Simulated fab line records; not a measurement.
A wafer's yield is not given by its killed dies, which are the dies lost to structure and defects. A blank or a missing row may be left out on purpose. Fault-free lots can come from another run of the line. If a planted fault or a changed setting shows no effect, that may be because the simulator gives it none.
What tool caused it? :: flow n5Finfet :: Sampling: 24 lots, 72 wafers, 3 of 1938 route steps

## WHAT EACH GAUGE READ, for each wafer
N5_BEOL_M1_RS_MEAS_58: measures by four-point-probe.
lot: L074
measured: day 6 17:04
on: filmMetro-01
M1_RS (ohm/sq): 0.74 0.74 0.67

lot: L075
measured: day 6 20:38
on: filmMetro-02
M1_RS (ohm/sq): 0.63 0.63 0.64

lot: L076
measured: day 6 20:56
on: filmMetro-02
M1_RS (ohm/sq): 0.73 0.67 0.70

lot: L077
measured: day 6 22:37
on: filmMetro-02
M1_RS (ohm/sq): 0.74 0.66 0.68

lot: L078
measured: day 7 11:32
on: filmMetro-01
M1_RS (ohm/sq): 0.68 0.67 0.67

lot: L079
measured: day 7 11:53
on: filmMetro-02
M1_RS (ohm/sq): 0.71 0.68 0.70

lot: L081
measured: day 8 11:21
on: filmMetro-01
M1_RS (ohm/sq): 0.74 0.70 0.72

lot: L080
measured: day 8 11:26
on: filmMetro-01
M1_RS (ohm/sq): 0.72 0.75 0.67

lot: L082
measured: day 8 13:12
on: filmMetro-02
M1_RS (ohm/sq): 0.71 0.64 0.66

lot: L083
measured: day 8 22:50
on: filmMetro-02
M1_RS (ohm/sq): 0.73 0.67 0.70

lot: L084
measured: day 9 03:04
on: filmMetro-01
M1_RS (ohm/sq): 0.76 0.64 0.67

lot: L085
measured: day 9 08:28
on: filmMetro-01
M1_RS (ohm/sq): 0.69 0.73 0.65

lot: L086
measured: day 9 21:06
on: filmMetro-01
M1_RS (ohm/sq): 0.72 0.67 0.65

lot: L087
measured: day 10 04:46
on: filmMetro-02
M1_RS (ohm/sq): 0.66 0.67 0.61

lot: L089
measured: day 10 07:44
on: filmMetro-02
M1_RS (ohm/sq): 0.68 0.61 0.61

lot: L088
measured: day 10 07:55
on: filmMetro-02
M1_RS (ohm/sq): 0.68 0.66 0.66

lot: L090
measured: day 10 23:42
on: filmMetro-02
M1_RS (ohm/sq): 0.70 0.63 0.70

lot: L091
measured: day 11 03:16
on: filmMetro-01
M1_RS (ohm/sq): 0.69 0.65 0.65

lot: L092
measured: day 11 04:50
on: filmMetro-01
M1_RS (ohm/sq): 0.73 0.69 0.67

lot: L095
measured: day 11 15:04
on: filmMetro-01
M1_RS (ohm/sq): 0.76 0.75 0.70

lot: L093
measured: day 12 03:26
on: filmMetro-01
M1_RS (ohm/sq): 0.71 0.69 0.73

lot: L094
measured: day 11 20:58
on: filmMetro-01
M1_RS (ohm/sq): 0.71 0.63 0.60

lot: L096
measured: day 12 08:48
on: filmMetro-02
M1_RS (ohm/sq): 0.70 0.68 0.61

lot: L097
measured: day 12 12:41
on: filmMetro-02
M1_RS (ohm/sq): 0.70 0.65 0.69

## TOOL THAT RAN EACH LOT (tool first, then ch and the chambers of the sampled wafers, then the start)
lot: L074
N5_BEOL_M1_ANNEAL_82: pvdSputter-03, day 6 14:38
N5_BEOL_M1_DEP_57: pecvd-03 ch 1,2, day 6 17:00

lot: L075
N5_BEOL_M1_ANNEAL_82: pvdSputter-03, day 6 18:18
N5_BEOL_M1_DEP_57: pecvd-03 ch 0,1,2, day 6 20:34

lot: L076
N5_BEOL_M1_ANNEAL_82: pvdSputter-02, day 6 18:32
N5_BEOL_M1_DEP_57: pecvd-03 ch 1,2, day 6 20:52

lot: L077
N5_BEOL_M1_ANNEAL_82: pvdSputter-01, day 6 20:20
N5_BEOL_M1_DEP_57: pecvd-02 ch 0,1,2, day 6 22:33

lot: L078
N5_BEOL_M1_ANNEAL_82: pvdSputter-01, day 7 09:14
N5_BEOL_M1_DEP_57: pecvd-01 ch 0,1,2, day 7 11:28

lot: L079
N5_BEOL_M1_ANNEAL_82: pvdSputter-03, day 7 09:35
N5_BEOL_M1_DEP_57: pecvd-01 ch 0,2, day 7 11:49

lot: L081
N5_BEOL_M1_ANNEAL_82: pvdSputter-02, day 8 09:02
N5_BEOL_M1_DEP_57: pecvd-02 ch 0,2, day 8 11:16

lot: L080
N5_BEOL_M1_ANNEAL_82: pvdSputter-01, day 8 09:08
N5_BEOL_M1_DEP_57: pecvd-03 ch 0,1,2, day 8 11:22

lot: L082
N5_BEOL_M1_ANNEAL_82: pvdSputter-02, day 8 10:55
N5_BEOL_M1_DEP_57: pecvd-03 ch 1,2, day 8 13:08

lot: L083
N5_BEOL_M1_ANNEAL_82: pvdSputter-01, day 8 20:26
N5_BEOL_M1_DEP_57: pecvd-03 ch 0,1,2, day 8 22:46

lot: L084
N5_BEOL_M1_ANNEAL_82: pvdSputter-01, day 9 00:44
N5_BEOL_M1_DEP_57: pecvd-03 ch 0,1, day 9 03:00

lot: L085
N5_BEOL_M1_ANNEAL_82: pvdSputter-01, day 9 06:11
N5_BEOL_M1_DEP_57: pecvd-01 ch 0,2, day 9 08:24

lot: L086
N5_BEOL_M1_ANNEAL_82: pvdSputter-02, day 9 18:47
N5_BEOL_M1_DEP_57: pecvd-01 ch 0,1, day 9 21:01

lot: L087
N5_BEOL_M1_ANNEAL_82: pvdSputter-03, day 10 00:02
N5_BEOL_M1_DEP_57: pecvd-02 ch 0,1, day 10 04:41

lot: L089
N5_BEOL_M1_ANNEAL_82: pvdSputter-02, day 10 05:25
N5_BEOL_M1_DEP_57: pecvd-02 ch 0,1,2, day 10 07:41

lot: L088
N5_BEOL_M1_ANNEAL_82: pvdSputter-03, day 10 05:33
N5_BEOL_M1_DEP_57: pecvd-01 ch 0,1, day 10 07:49

lot: L090
N5_BEOL_M1_ANNEAL_82: pvdSputter-02, day 10 21:24
N5_BEOL_M1_DEP_57: pecvd-03 ch 0,2, day 10 23:38

lot: L091
N5_BEOL_M1_ANNEAL_82: pvdSputter-01, day 11 00:46
N5_BEOL_M1_DEP_57: pecvd-01 ch 0,1, day 11 03:13

lot: L092
N5_BEOL_M1_ANNEAL_82: pvdSputter-02, day 11 02:32
N5_BEOL_M1_DEP_57: pecvd-01 ch 0,1,2, day 11 04:46

lot: L095
N5_BEOL_M1_ANNEAL_82: pvdSputter-02, day 11 12:46
N5_BEOL_M1_DEP_57: pecvd-02 ch 1,2, day 11 14:59

lot: L093
N5_BEOL_M1_ANNEAL_82: pvdSputter-01, day 11 15:00
N5_BEOL_M1_DEP_57: pecvd-02 ch 1,2, day 12 03:22

lot: L094
N5_BEOL_M1_ANNEAL_82: pvdSputter-03, day 11 18:40
N5_BEOL_M1_DEP_57: pecvd-01 ch 1,2, day 11 20:53

lot: L096
N5_BEOL_M1_ANNEAL_82: pvdSputter-02, day 12 06:29
N5_BEOL_M1_DEP_57: pecvd-03 ch 1, day 12 08:43

lot: L097
N5_BEOL_M1_ANNEAL_82: pvdSputter-01, day 12 10:12
N5_BEOL_M1_DEP_57: pecvd-02 ch 1,2, day 12 12:37
- N5_BEOL_M1_ANNEAL_82: time 240 s.
- N5_BEOL_M1_DEP_57: deposits SiCN from 3MS/NH3, target thk 8 nm, time 14 s.

## WHAT THE TOOLS THEMSELVES READ (means of the sampled wafers that have a number; where no wafer has one, the mark that the record gives instead)
N5_BEOL_M1_ANNEAL_82.
lot: L074
tool: pvdSputter-03
heaterPowerW (W): 752

lot: L075
tool: pvdSputter-03
heaterPowerW (W): 727

lot: L076
tool: pvdSputter-02
heaterPowerW (W): 950

lot: L077
tool: pvdSputter-01
heaterPowerW (W): 826

lot: L078
tool: pvdSputter-01
heaterPowerW (W): 823

lot: L079
tool: pvdSputter-03
heaterPowerW (W): 758

lot: L081
tool: pvdSputter-02
heaterPowerW (W): 911

lot: L080
tool: pvdSputter-01
heaterPowerW (W): 779

lot: L082
tool: pvdSputter-02
heaterPowerW (W): 922

lot: L083
tool: pvdSputter-01
heaterPowerW (W): 830

lot: L084
tool: pvdSputter-01
heaterPowerW (W): 822

lot: L085
tool: pvdSputter-01
heaterPowerW (W): 829

lot: L086
tool: pvdSputter-02
heaterPowerW (W): 899

lot: L087
tool: pvdSputter-03
heaterPowerW (W): 755

lot: L089
tool: pvdSputter-02
heaterPowerW (W): 797

lot: L088
tool: pvdSputter-03
heaterPowerW (W): 792

lot: L090
tool: pvdSputter-02
heaterPowerW (W): 829

lot: L091
tool: pvdSputter-01
heaterPowerW (W): 778

lot: L092
tool: pvdSputter-02
heaterPowerW (W): 880

lot: L095
tool: pvdSputter-02
heaterPowerW (W): 887

lot: L093
tool: pvdSputter-01
heaterPowerW (W): 829

lot: L094
tool: pvdSputter-03
heaterPowerW (W): 724

lot: L096
tool: pvdSputter-02
heaterPowerW (W): 887

lot: L097
tool: pvdSputter-01
heaterPowerW (W): 824

N5_BEOL_M1_DEP_57.
lot: L074
tool: pecvd-03
showerheadPlenumPTorr (Torr): 3.679
throttleValvePct (%): 9.3

lot: L075
tool: pecvd-03
showerheadPlenumPTorr (Torr): 3.680
throttleValvePct (%): 9.1

lot: L076
tool: pecvd-03
showerheadPlenumPTorr (Torr): 3.673
throttleValvePct (%): 9.0

lot: L077
tool: pecvd-02
showerheadPlenumPTorr (Torr): 3.668
throttleValvePct (%): 9.4

lot: L078
tool: pecvd-01
showerheadPlenumPTorr (Torr): 3.669
throttleValvePct (%): 9.0

lot: L079
tool: pecvd-01
showerheadPlenumPTorr (Torr): 3.680
throttleValvePct (%): 9.1

lot: L081
tool: pecvd-02
showerheadPlenumPTorr (Torr): 3.661
throttleValvePct (%): 9.6

lot: L080
tool: pecvd-03
showerheadPlenumPTorr (Torr): 3.677
throttleValvePct (%): 9.1

lot: L082
tool: pecvd-03
showerheadPlenumPTorr (Torr): 3.680
throttleValvePct (%): 9.4

lot: L083
tool: pecvd-03
showerheadPlenumPTorr (Torr): 3.673
throttleValvePct (%): 8.9

lot: L084
tool: pecvd-03
showerheadPlenumPTorr (Torr): 3.691
throttleValvePct (%): 9.5

lot: L085
tool: pecvd-01
showerheadPlenumPTorr (Torr): 3.674
throttleValvePct (%): 9.2

lot: L086
tool: pecvd-01
showerheadPlenumPTorr (Torr): 3.673
throttleValvePct (%): 9.3

lot: L087
tool: pecvd-02
showerheadPlenumPTorr (Torr): 3.669
throttleValvePct (%): 9.4

lot: L089
tool: pecvd-02
showerheadPlenumPTorr (Torr): 3.674
throttleValvePct (%): 9.4

lot: L088
tool: pecvd-01
showerheadPlenumPTorr (Torr): 3.677
throttleValvePct (%): 9.3

lot: L090
tool: pecvd-03
showerheadPlenumPTorr (Torr): 3.671
throttleValvePct (%): 8.8

lot: L091
tool: pecvd-01
showerheadPlenumPTorr (Torr): 3.658
throttleValvePct (%): 9.0

lot: L092
tool: pecvd-01
showerheadPlenumPTorr (Torr): 3.671
throttleValvePct (%): 8.7

lot: L095
tool: pecvd-02
showerheadPlenumPTorr (Torr): 3.676
throttleValvePct (%): 9.2

lot: L093
tool: pecvd-02
showerheadPlenumPTorr (Torr): 3.680
throttleValvePct (%): 9.3

lot: L094
tool: pecvd-01
showerheadPlenumPTorr (Torr): 3.661
throttleValvePct (%): 8.3

lot: L096
tool: pecvd-03
showerheadPlenumPTorr (Torr): 3.691
throttleValvePct (%): 9.9

lot: L097
tool: pecvd-02
showerheadPlenumPTorr (Torr): 3.681
throttleValvePct (%): 9.1

## THE ANSWER, worked out from the rows above alone
Rule: the lots themselves supply what counts as usual. Put in order of their means at a reading, lots are off if they are a third of the lots or fewer, leave a main group of 4 or more, and stand apart from it by a gap of 3 or more times the standard deviation of the main group's means; of several such gaps the widest counts. The tables above print the reading to a certain number of digits; a main group whose means all agree to those digits is not used. Also off: a lot with no number at a reading for which 4 or more lots have one. All remaining lots with rows at the step are treated as sound. After the gauges, taken in route order, come the tools' own readings; for these a lot's mean is taken, as printed above. At the first step where some lot is off, the reading lying furthest off is the one used; lots without a number count as furthest.
No lot is off at any reading shown: from this, nothing can be told.

## WHAT THE SIMULATOR PUT IN
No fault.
